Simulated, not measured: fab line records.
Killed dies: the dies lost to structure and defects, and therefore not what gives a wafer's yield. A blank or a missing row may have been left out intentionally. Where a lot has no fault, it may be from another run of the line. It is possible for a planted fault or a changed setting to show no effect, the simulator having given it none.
Matching of chambers :: flow n5_finfet :: rie_diel-02 running N5_HKMG_FIN_ETCH_67: 4 sister chambers
The step etches SOC in N2/H2, stops on TiN, target depth 388.9 nm. 4 wafers are shown with their chamber, then 7 later ones without.

## WAFERS WITH THEIR CHAMBER
wafer: L083.4
chamber: 1
showerhead_plenum_p_Torr (Torr): 2.66

wafer: L088.6
chamber: 2
showerhead_plenum_p_Torr (Torr): 2.49

wafer: L092.1
chamber: 0
showerhead_plenum_p_Torr (Torr): 2.34

wafer: L092.2
chamber: 3
showerhead_plenum_p_Torr (Torr): 2.46

## WAFERS WITHOUT THEIR CHAMBER
wafer: L092.6
showerhead_plenum_p_Torr (Torr): 2.34

wafer: L095.1
showerhead_plenum_p_Torr (Torr): 2.65

wafer: L095.2
showerhead_plenum_p_Torr (Torr): 2.46

wafer: L095.4
showerhead_plenum_p_Torr (Torr): 2.33

wafer: L097.1
showerhead_plenum_p_Torr (Torr): 2.48

wafer: L097.3
showerhead_plenum_p_Torr (Torr): 2.46

wafer: L097.5
showerhead_plenum_p_Torr (Torr): 2.64

## THE CHAMBER EACH PASSED THROUGH
wafer: L092.6
from the rows above: 0
in truth: 0

wafer: L095.1
from the rows above: 1
in truth: 1

wafer: L095.2
from the rows above: 3
in truth: 3

wafer: L095.4
from the rows above: 0
in truth: 0

wafer: L097.1
from the rows above: can't be placed: 2 or 3
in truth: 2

wafer: L097.3
from the rows above: 3
in truth: 3

wafer: L097.5
from the rows above: 1
in truth: 1
Correctly placed: 6 of 7. Not placeable from these rows: 1 (in 1, the candidates include the true chamber). 0 placed wrongly.
How it was worked out, from the rows above alone: a wafer's distance from a chamber is the root of the sum, over the readings, of the square of ((its reading less the chamber's mean) divided by the reading's scatter). The wafer belongs to the nearest chamber; if the next one is less than 2 further off, it can't be placed. A chamber's mean is the mean of its shown wafers. The scatter: with one shown wafer a chamber, the root of the mean of the squares of how far each hidden wafer lies from its nearest shown one.
